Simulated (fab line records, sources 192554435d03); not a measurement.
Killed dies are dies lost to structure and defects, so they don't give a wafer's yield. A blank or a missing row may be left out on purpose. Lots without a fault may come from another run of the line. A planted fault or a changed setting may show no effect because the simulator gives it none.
One fault seen from 3 desks | flow n5_finfet | each desk has only its own numbers; what lay behind them comes last

THE METROLOGY DESK
What the gauges read, lot by lot, whatever tool the lot ran on: means of the sampled wafers that have a number. A lot is out of limits, marked OUT, if its mean lies more than 4 standard deviations from the usual mean; the brackets give that distance. Of its 14 readings 7 are shown: the one that was out of limits first, and those that lie furthest out on some lot.
Columns: A = cd_nm at N5_BEOL_M2_CD_MEAS_28, usual 26.17 nm; B = CHAIN_V1 at N5_BEOL_M4_RC_MEAS_101, usual 232 ohm/link; C = CHAIN_V1_max_site at N5_BEOL_M4_RC_MEAS_101, usual 240 ohm/link; D = IOFF_N at N5_BEOL_M4_RC_MEAS_101, usual 0.156 nA/um; E = IOFF_P at N5_BEOL_M4_RC_MEAS_101, usual 0.21 nA/um; F = VT_N at N5_BEOL_M4_RC_MEAS_101, usual 250.0 mV; G = VT_P at N5_BEOL_M4_RC_MEAS_101, usual -250 mV
lot  | first seen here | A                | B              | C              | D     | E    | F     | G
L200 | day 6 18:50     | 26.19            | 224            | 232            | 0.163 | 0.21 | 250.6 | -251
L202 | day 7 02:10     | 26.37            | 232            | 241            | 0.185 | 0.23 | 246.2 | -250
L204 | day 7 17:19     | 26.08            | 233            | 245            | 0.182 | 0.24 | 247.3 | -249
L206 | day 7 20:44     | 26.21            | 236            | 246            | 0.187 | 0.28 | 248.5 | -243
L207 | day 8 01:28     | 26.26            | 230            | 235            | 0.155 | 0.22 | 249.5 | -247
L212 | day 9 09:34     | 26.33            | 230            | 236            | 0.133 | 0.19 | 253.9 | -251
L218 | day 11 09:29    | 25.98            | 243            | 253            | 0.113 | 0.17 | 256.5 | -255
L220 | day 11 13:07    | 23.53 (-12) OUT  | -              | -              | -     | -    | -     | -
L221 | day 12 12:55    | 24.56 (-7.3) OUT | 274 (+5.9) OUT | 284 (+5.8) OUT | 0.138 | 0.19 | 252.9 | -254
This desk's finding: out of limits on L220, L221; first on L220, day 11 13:07 (cd_nm at N5_BEOL_M2_CD_MEAS_28). In limits: L200, L202, L204, L206, L207, L212, L218.

THE TOOL OWNER'S DESK: euv_scanner-02
The tool's own readings at N5_BEOL_M2_EXPOSE_25 (exposes mask V1, defocus 5 nm): means of the sampled wafers that have a number, for each lot that ran on this tool. A lot is out of limits, marked OUT, if its mean lies more than 4 standard deviations from the usual mean; the brackets give that distance.
Columns: A = exposure_dose_mJ_cm2 at N5_BEOL_M2_EXPOSE_25, usual 62.87; B = reticle_temp_C at N5_BEOL_M2_EXPOSE_25, usual 23.00 C
lot  | first seen here | A               | B
L200 | day 6 18:41     | 62.79           | 23.03
L218 | day 11 09:22    | 62.79           | 22.91
L220 | day 11 12:58    | 54.88 (-67) OUT | 22.82
L221 | day 12 12:46    | 57.66 (-43) OUT | 23.00
This desk's finding: out of limits on L220, L221; first on L220, day 11 12:58 (exposure_dose_mJ_cm2 at N5_BEOL_M2_EXPOSE_25). In limits: L200, L218.

THE DEFECT DESK
What the inspections along the route counted, lot by lot: means of the sampled wafers that have a number. A lot is out of limits, marked OUT, if its mean lies more than 4 standard deviations from the usual mean; the brackets give that distance.
Columns: A = raw_defect_count at N5_BEOL_M2_INSPECT_30, usual 403
lot  | first seen here | A
L200 | day 6 18:55     | 465
L202 | day 7 02:14     | 315
L204 | day 7 17:24     | 554
L206 | day 7 20:50     | 415
L207 | day 8 01:33     | 485
L212 | day 9 09:39     | 340
L218 | day 11 09:34    | 520
L220 | day 11 13:12    | 412
L221 | day 12 13:00    | 379
This desk's finding: nothing out of limits on any of the 9 lots.

PUT TOGETHER
The tool owner's desk could have raised an alarm at day 11 12:58, on L220, L221.
The metrology desk could have raised an alarm at day 11 13:07, on L220, L221.
The defect desk saw nothing out of limits.
The defect desk has L220, L221 on record, within its limits.
Of the lots named, all ran N5_BEOL_M2_EXPOSE_25 on euv_scanner-02.

WHAT THE SIMULATOR HAD PUT IN
Process parameter drift: euv_scanner-02, from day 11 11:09 on, at N5_BEOL_M2_EXPOSE_25. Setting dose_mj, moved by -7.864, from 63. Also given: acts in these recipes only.
Lots struck among those shown: L220, L221.
Hours from the fault's start to each desk's first reading out of limits: the tool owner's desk, 2; the metrology desk, 2.
